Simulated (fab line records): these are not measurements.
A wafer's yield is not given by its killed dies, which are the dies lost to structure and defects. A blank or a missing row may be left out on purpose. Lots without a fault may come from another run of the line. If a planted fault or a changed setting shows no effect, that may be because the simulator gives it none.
Lot-split experiment | flow n5 finfet | 39 wafers read across 7 lots, on a route 1938 steps long

THE SPLIT
At N5_DUMMY_GATE_ETCH_42 (etches SiO2 in CHF3/O2, target depth 3.5 nm, time 31 s), the setting bias w was moved away from the recipe's 12 W on 15 of the 39 wafers read, by -16.0% to +15.8%. The other wafers ran this setting at the recipe's value.

Reading taken at the split's own step.

THE READING
rf vpp V, in V, at N5_DUMMY_GATE_ETCH_42 (etches SiO2 in CHF3/O2, target depth 3.5 nm, time 31 s). Typical for fault-free wafers on this fab line: 42.3 V, with standard deviation 1.2 V.

wafer  | tool, chamber at the split | bias w as run, W | against the recipe | rf vpp V, V | against lot-mates on the recipe
L074.1 | rie diel-02, 3             | 10.94            | -8.8%              | 39.3        | -2.0
L074.2 | rie diel-02, 1             | 12               | recipe             | 40.7        | -
L074.3 | rie diel-02, 2             | 12               | recipe             | 40.6        | -
L074.4 | rie diel-02, 0             | 10.94            | -8.8%              | 38.1        | -3.2
L074.5 | rie diel-02, 3             | 12               | recipe             | 42.6        | -
L074.6 | rie diel-02, 0             | 10.94            | -8.8%              | 37.3        | -4.0
L077.1 | rie diel-01, 2             | 12               | recipe             | 42.7        | -
L077.2 | rie diel-01, 0             | 12               | recipe             | 42.6        | -
L077.3 | rie diel-01, 3             | 13.9             | +15.8%             | 46.8        | +4.0
L077.4 | rie diel-01, 0             | 12               | recipe             | 43.1        | -
L077.5 | rie diel-01, 2             | 13.9             | +15.8%             | 47.4        | +4.6
L077.6 | rie diel-01, 3             | 13.9             | +15.8%             | 45.1        | +2.3
L085.1 | rie diel-05, 3             | 12               | recipe             | 42.7        | -
L085.2 | rie diel-05, 2             | 12               | recipe             | 40.8        | -
L085.3 | rie diel-05, 0             | 12               | recipe             | 44.5        | -
L085.4 | rie diel-05, 1             | 11.39            | -5.1%              | 40.4        | -2.3
L085.5 | rie diel-05, 3             | 11.39            | -5.1%              | 41.2        | -1.5
L085.6 | rie diel-05, 2             | 11.39            | -5.1%              | 39.0        | -3.7
L088.1 | rie diel-02, 1             | 12               | recipe             | 43.7        | -
L088.2 | rie diel-02, 2             | 12               | recipe             | 42.3        | -
L088.3 | rie diel-02, 3             | 12               | recipe             | 41.7        | -
L088.4 | rie diel-02, 0             | 12               | recipe             | 41.4        | -
L088.5 | rie diel-02, 0             | 12               | recipe             | 41.1        | -
L088.6 | rie diel-02, 3             | 12               | recipe             | 41.7        | -
L090.1 | rie diel-05, 1             | 12               | recipe             | 42.6        | -
L090.2 | rie diel-05, 3             | 10.08            | -16.0%             | 36.6        | -6.4
L090.3 | rie diel-05, 2             | 10.08            | -16.0%             | 36.4        | -6.6
L090.4 | rie diel-05, 0             | 12               | recipe             | 43.4        | -
L090.5 | rie diel-05, 3             | 12               | recipe             | 43.0        | -
L090.6 | rie diel-05, 0             | 10.08            | -16.0%             | 38.2        | -4.8
L092.1 | rie diel-02, 0             | 12.99            | +8.3%              | 43.7        | +3.1
L092.2 | rie diel-02, 1             | 12               | recipe             | 41.2        | -
L092.3 | rie diel-02, 2             | 12               | recipe             | 40.8        | -
L092.4 | rie diel-02, 1             | 12.99            | +8.3%              | 45.4        | +4.8
L092.5 | rie diel-02, 2             | 12.99            | +8.3%              | 45.2        | +4.6
L092.6 | rie diel-02, 0             | 12               | recipe             | 39.7        | -
L095.1 | rie diel-05, 2             | 12               | recipe             | 40.7        | -
L095.2 | rie diel-05, 1             | 12               | recipe             | 42.2        | -
L095.6 | rie diel-05, 0             | 12               | recipe             | 43.6        | -

THE FIT
A straight line over all 39 wafers: rf vpp V changes by +0.315 V for each +1% of bias w; r = +0.90; the points scatter about the line by 1.1 V.
The same after taking each lot's own level away (the mean of its wafers on the recipe; 39 wafers): +0.333 V for each +1%; r = +0.91; scatter 1.1 V.
According to that fit, moving bias w by its largest amount changes the reading by 5.3 V.
The lots' own levels span 40.57 to 43.00 V, that is 2.0 times the standard deviation above.
Consequently the slope shifts little with the lot-to-lot level, the two slopes agreeing.
Check: with one of the wafers moved furthest among these (-16.0%) left out of the fit, the line predicts -5.3 V for it against its lot-mates. Against them it came out at -6.4 V.
Tool readings at the split's step, against how far the setting was moved: rf vpp V r = +0.90.

OTHER SPLITS APPLIED TO THESE WAFERS
Before the reading, these wafers also passed through other splits. Each is held against what the fit with the lots' levels taken away leaves over:
other split on the same wafers       | wafers away from the commonest value | r with rf vpp V (lot level and that fit taken away)
N5_FIN_SAQP_HM_DEP_03 target thk a   | 9                                    | -0.04
N5_FIN_SAQP_ETCH_65 time s           | 15                                   | -0.04
N5_FIN_SAQP_MANDREL_ETCH_58 icp w    | 18                                   | +0.07
N5_DUMMY_GATE_ETCH_31 target depth a | 15                                   | -0.18
N5_DUMMY_GATE_ETCH_32 time s         | 15                                   | +0.11

THE FILE'S OWN FIT
rf vpp V changes by +0.334 V for each +1% of bias w, r = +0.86.
